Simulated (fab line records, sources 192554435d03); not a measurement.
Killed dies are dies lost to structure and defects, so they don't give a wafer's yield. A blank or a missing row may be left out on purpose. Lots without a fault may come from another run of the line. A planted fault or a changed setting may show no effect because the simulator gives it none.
Split-lot experiment | flow n5_finfet | 7 lots, 21 wafers read, on a route of 1938 steps

THE SPLIT
At N5_PMOS_HMC_CHANNEL_EPI_COAT_03 (resist thk 205 nm), the setting spin_rpm was moved away from the recipe's 1500 rpm on 6 of the 21 wafers read, by -9.9% to +6.1%. The other wafers ran this setting at the recipe's value.

The reading is taken at the split's own step.

THE READING
CAR-ArF-block_of_PMOS_HMC_CHANNEL_EPI_COAT_03.thk_nm (the simulator's own value, which no gauge read), in nm, at N5_PMOS_HMC_CHANNEL_EPI_COAT_03 (resist thk 205 nm). The file gives no usual value for it. The 15 wafers here that ran the recipe average 205.2 nm, standard deviation 0.45 nm.

wafer  | tool, chamber at the split | spin_rpm as run, rpm | against the recipe | CAR-ArF-block_of_PMOS_HMC_CHANNEL_EPI_COAT_03.thk_nm, nm | against lot-mates on the recipe
L074.1 | litho_track-05, 0          | 1500                 | recipe             | 206.1                                                    | -
L074.3 | litho_track-05, 0          | 1455                 | -3.0%              | 209                                                      | +2.9
L074.5 | litho_track-05, 0          | 1455                 | -3.0%              | 208.9                                                    | +2.8
L076.1 | litho_track-01, 0          | 1500                 | recipe             | 205                                                      | -
L076.4 | litho_track-01, 0          | 1592                 | +6.1%              | 198.1                                                    | -7.2
L076.6 | litho_track-01, 0          | 1500                 | recipe             | 205.6                                                    | -
L077.1 | litho_track-05, 0          | 1500                 | recipe             | 204.5                                                    | -
L077.2 | litho_track-05, 0          | 1500                 | recipe             | 205                                                      | -
L077.4 | litho_track-05, 0          | 1500                 | recipe             | 205                                                      | -
L079.1 | litho_track-05, 0          | 1560                 | +4.0%              | 201.4                                                    | -3.5
L079.2 | litho_track-05, 0          | 1500                 | recipe             | 204.9                                                    | -
L079.6 | litho_track-05, 0          | 1560                 | +4.0%              | 201                                                      | -3.9
L083.1 | litho_track-05, 0          | 1500                 | recipe             | 204.6                                                    | -
L083.2 | litho_track-05, 0          | 1500                 | recipe             | 205.5                                                    | -
L083.5 | litho_track-05, 0          | 1500                 | recipe             | 204.8                                                    | -
L086.2 | litho_track-02, 0          | 1500                 | recipe             | 205.4                                                    | -
L086.6 | litho_track-02, 0          | 1500                 | recipe             | 205.4                                                    | -
L086.3 | litho_track-02, 0          | 1500                 | recipe             | 206                                                      | -
L087.1 | litho_track-01, 0          | 1500                 | recipe             | 205.1                                                    | -
L087.6 | litho_track-01, 0          | 1500                 | recipe             | 205.1                                                    | -
L087.3 | litho_track-01, 0          | 1352                 | -9.9%              | 216.3                                                    | +11.2

THE FIT
A straight line over all 21 wafers: CAR-ArF-block_of_PMOS_HMC_CHANNEL_EPI_COAT_03.thk_nm changes by -1.12 nm for each +1% of spin_rpm; r = -0.99; the points scatter about the line by 0.45 nm.
The same after taking each lot's own level away (the mean of its wafers on the recipe; 21 wafers): -1.09 nm for each +1%; r = -0.99; scatter 0.38 nm.
On that fit, the largest move of spin_rpm shifts the reading by 11 nm.
The lots' own levels span 204.83 to 206.10 nm, that is 2.8 times the standard deviation above.
So the lot-to-lot level changes the slope little: the two slopes agree.
Check: with one of the wafers moved furthest among these (-9.9%) left out of the fit, the line predicts +10.2 nm for it against its lot-mates. It came out at +11.2 nm against them.

OTHER SPLITS ON THESE WAFERS
These wafers also went through other splits before the reading. Each is held against what the fit with the lots' levels taken away leaves over:
other split on the same wafers           | wafers away from the commonest value | r with CAR-ArF-block_of_PMOS_HMC_CHANNEL_EPI_COAT_03.thk_nm (lot level and that fit taken away)
N5_PMOS_HMC_CHANNEL_EPI_COAT_31 spin_rpm | 6                                    | -0.43

THE FILE'S OWN FIT
CAR-ArF-block_of_PMOS_HMC_CHANNEL_EPI_COAT_03.thk_nm changes by -1.11 nm for each +1% of spin_rpm, r = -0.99.
